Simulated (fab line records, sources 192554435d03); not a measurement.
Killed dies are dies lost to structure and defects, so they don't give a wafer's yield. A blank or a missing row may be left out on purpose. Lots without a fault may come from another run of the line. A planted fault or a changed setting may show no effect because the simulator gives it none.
Chamber matching | flow n5_finfet | N5_MOL_CONTACT_COAG_VIA_ETCH_117 on rie_diel-04: 4 sister chambers
The step etches SiO2 in C4F6/O2, target depth 40 nm, overetch 8 nm, time 26 s. 24 wafers are shown with their chamber, then 12 later ones without.

WAFERS WITH THEIR CHAMBER
wafer  | chamber | drypump_motor_current_A (A) | showerhead_plenum_p_Torr (Torr) | rf_vpp_V (V)
L074.1 | 1       | 6.2                         | 2.80                            | 1593
L074.3 | 0       | 6.2                         | 2.92                            | 1608
L074.5 | 2       | 5.5                         | 2.85                            | 1584
L077.2 | 0       | 6.2                         | 2.92                            | 1609
L077.5 | 1       | 6.3                         | 2.80                            | 1592
L077.6 | 2       | 5.6                         | 2.85                            | 1582
L082.2 | 1       | 6.2                         | 2.79                            | 1591
L082.3 | 0       | 6.2                         | 2.91                            | 1606
L082.5 | 2       | 5.6                         | 2.84                            | 1581
L084.2 | 1       | 6.2                         | 2.79                            | 1591
L084.4 | 1       | 6.2                         | 2.79                            | 1591
L084.5 | 0       | 6.2                         | 2.91                            | 1608
L085.2 | 3       | 5.5                         | 2.91                            | 1597
L085.3 | 1       | 6.2                         | 2.79                            | 1593
L085.4 | 1       | 6.2                         | 2.79                            | 1590
L087.1 | 2       | 5.6                         | 2.84                            | 1580
L087.4 | 3       | 5.5                         | 2.91                            | 1596
L087.6 | 2       | 5.6                         | 2.84                            | 1582
L088.1 | 3       | 5.5                         | 2.91                            | 1595
L088.2 | 2       | 5.6                         | 2.84                            | 1582
L088.4 | 2       | 5.6                         | 2.84                            | 1582
L089.2 | 3       | 5.5                         | 2.91                            | 1596
L089.3 | 0       | 6.2                         | 2.91                            | 1607
L089.5 | 0       | 6.2                         | 2.90                            | 1607

SIGNATURES (means of the wafers above)
reading                  | chamber 0 | chamber 1 | chamber 2 | chamber 3 | scatter within a chamber
drypump_motor_current_A  | 6.200     | 6.214     | 5.586     | 5.500     | 0.0293
showerhead_plenum_p_Torr | 2.9117    | 2.7929    | 2.8429    | 2.9100    | 0.00533
rf_vpp_V                 | 1607.50   | 1591.57   | 1581.86   | 1596.00   | 1.1
Rule: a wafer's distance from a chamber is the root of the sum, over the readings, of the square of ((its reading less the chamber's mean) divided by the reading's scatter). The wafer belongs to the nearest chamber; if the next one is less than 2 further off, it can't be placed. The scatter: the root of (the sum of the squares of (reading less its chamber's mean) over the shown wafers, divided by (wafers less chambers)).

WAFERS WITHOUT THEIR CHAMBER
wafer  | drypump_motor_current_A (A) | showerhead_plenum_p_Torr (Torr) | rf_vpp_V (V)
L090.2 | 6.2                         | 2.90                            | 1607
L090.3 | 5.6                         | 2.83                            | 1581
L090.6 | 5.6                         | 2.90                            | 1597
L094.1 | 5.5                         | 2.83                            | 1581
L094.2 | 6.2                         | 2.79                            | 1591
L094.3 | 5.5                         | 2.90                            | 1597
L095.4 | 6.2                         | 2.90                            | 1608
L095.5 | 6.2                         | 2.90                            | 1607
L095.6 | 6.3                         | 2.79                            | 1590
L097.1 | 6.2                         | 2.78                            | 1592
L097.2 | 5.6                         | 2.83                            | 1582
L097.5 | 5.5                         | 2.90                            | 1596

WHICH CHAMBER EACH WENT THROUGH
wafer  | from the rows above | in truth
L090.2 | 0                   | 0
L090.3 | 2                   | 2
L090.6 | 3                   | 3
L094.1 | 2                   | 2
L094.2 | 1                   | 1
L094.3 | 3                   | 3
L095.4 | 0                   | 0
L095.5 | 0                   | 0
L095.6 | 1                   | 1
L097.1 | 1                   | 1
L097.2 | 2                   | 2
L097.5 | 3                   | 3
Placed correctly: 12 of 12. Can't be placed from these rows: 0. Placed wrongly: 0.
